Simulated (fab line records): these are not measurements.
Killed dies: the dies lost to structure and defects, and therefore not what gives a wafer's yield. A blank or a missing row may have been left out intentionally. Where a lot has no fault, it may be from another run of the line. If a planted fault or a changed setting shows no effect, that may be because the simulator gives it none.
Chamber matching | flow n5-finfet | N5_HKMG_FIN_ALD_75 on ald-hk-03: 4 sister chambers
The step deposits Al2O3, target thk 1 nm, co reactant pulse time 1 s. 4 wafers are shown with their chamber, then 11 later ones without.

## WAFERS WITH THEIR CHAMBER
wafer  | chamber | heater-power-w (W)
L083.5 | 3       | 203
L085.3 | 0       | 165
L093.3 | 2       | 174
L094.1 | 1       | 119

## WAFERS WITHOUT THEIR CHAMBER
wafer  | heater-power-w (W)
L094.2 | 201
L094.3 | 163
L094.4 | 172
L094.5 | 118
L094.6 | 176
L095.1 | 173
L095.5 | 172
L095.6 | 118
L097.1 | 173
L097.3 | 119
L097.5 | 163

## WHICH CHAMBER EACH ONE RAN IN
wafer  | from the rows above | in truth
L094.2 | 3                   | 3
L094.3 | 0                   | 0
L094.4 | 2                   | 2
L094.5 | 1                   | 1
L094.6 | 2                   | 2
L095.1 | 2                   | 2
L095.5 | 2                   | 2
L095.6 | 1                   | 1
L097.1 | 2                   | 2
L097.3 | 1                   | 1
L097.5 | 0                   | 0
Correctly placed: 11 of 11. Number that these rows cannot place: 0. Wrongly placed: 0.
How it was worked out, from the rows above alone: a wafer's distance from a chamber is the root of the sum, over the readings, of the square of ((its reading less the chamber's mean) divided by the reading's scatter). If the next closest chamber is less than 2 further off than the closest, the wafer can't be placed; otherwise it belongs to the closest. A chamber's mean is the mean of its shown wafers. The scatter: root of mean squared gap, hidden wafer to nearest shown wafer, with one shown wafer a chamber.
